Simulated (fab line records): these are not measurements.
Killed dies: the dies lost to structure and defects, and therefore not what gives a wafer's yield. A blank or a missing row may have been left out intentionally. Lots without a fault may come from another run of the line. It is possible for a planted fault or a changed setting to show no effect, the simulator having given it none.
Chamber matching    flow nandHarc    cmp-01 running NHARC_A_M1_CMP_23: 4 sister chambers
The step polishes, t overpolish 20 s, target thk 154.34 nm. 16 wafers are shown with their chamber, then 8 later ones without.

WAFERS, EACH WITH ITS CHAMBER
wafer   chamber  motorCurrentA (A)  timeToEndpointS (s)
L075.2  3        11.9               32.6
L075.5  2        13.0               32.3
L075.6  3        11.0               32.5
L076.1  2        12.6               27.3
L076.2  0        13.0               27.5
L076.5  1        13.2               27.1
L079.2  3        11.5               29.9
L079.4  2        13.0               32.1
L079.5  2        12.5               31.3
L082.1  3        11.4               27.3
L082.2  2        13.0               29.7
L082.4  0        12.9               29.1
L086.1  3        11.3               34.1
L086.2  2        12.6               31.5
L086.5  0        13.2               30.9
L087.1  3        11.2               31.0

SIGNATURES (means of the wafers above)
reading          chamber 0  chamber 1  chamber 2  chamber 3  scatter within a chamber
motorCurrentA    13.033     13.200     12.783     11.383     0.259
timeToEndpointS  29.167     27.100     30.700     31.233     2.1
Rule: for each reading, subtract the chamber's mean from the wafer's reading, divide by that reading's scatter and square the result; add these up over the readings and take the root, which gives the wafer's distance from the chamber. If the next closest chamber is less than 2 further off than the closest, the wafer can't be placed; otherwise it belongs to the closest. The scatter: take each reading less its chamber's mean, square it, sum over the shown wafers, divide by the number of wafers less the number of chambers, and take the root.

WAFERS WITH NO CHAMBER GIVEN
wafer   motorCurrentA (A)  timeToEndpointS (s)
L087.5  13.3               32.6
L087.6  13.5               31.8
L090.1  13.1               31.7
L090.4  12.7               26.1
L090.5  13.8               29.0
L096.1  12.8               33.9
L096.2  14.0               33.0
L096.6  12.5               33.4

CHAMBER TAKEN BY EACH
wafer   from the rows above           in truth
L087.5  can't be placed: 0 or 2 or 1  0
L087.6  can't be placed: 0 or 1 or 2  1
L090.1  can't be placed: 0 or 2 or 1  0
L090.4  can't be placed: 0 or 1 or 2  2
L090.5  can't be placed: 1 or 0 or 2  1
L096.1  can't be placed: 2 or 0       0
L096.2  can't be placed: 0 or 1 or 2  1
L096.6  can't be placed: 2 or 0       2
Correctly placed: 0 of 8. These rows do not allow placing 8 (true chamber among the candidates in 8). Number placed wrongly: 0.
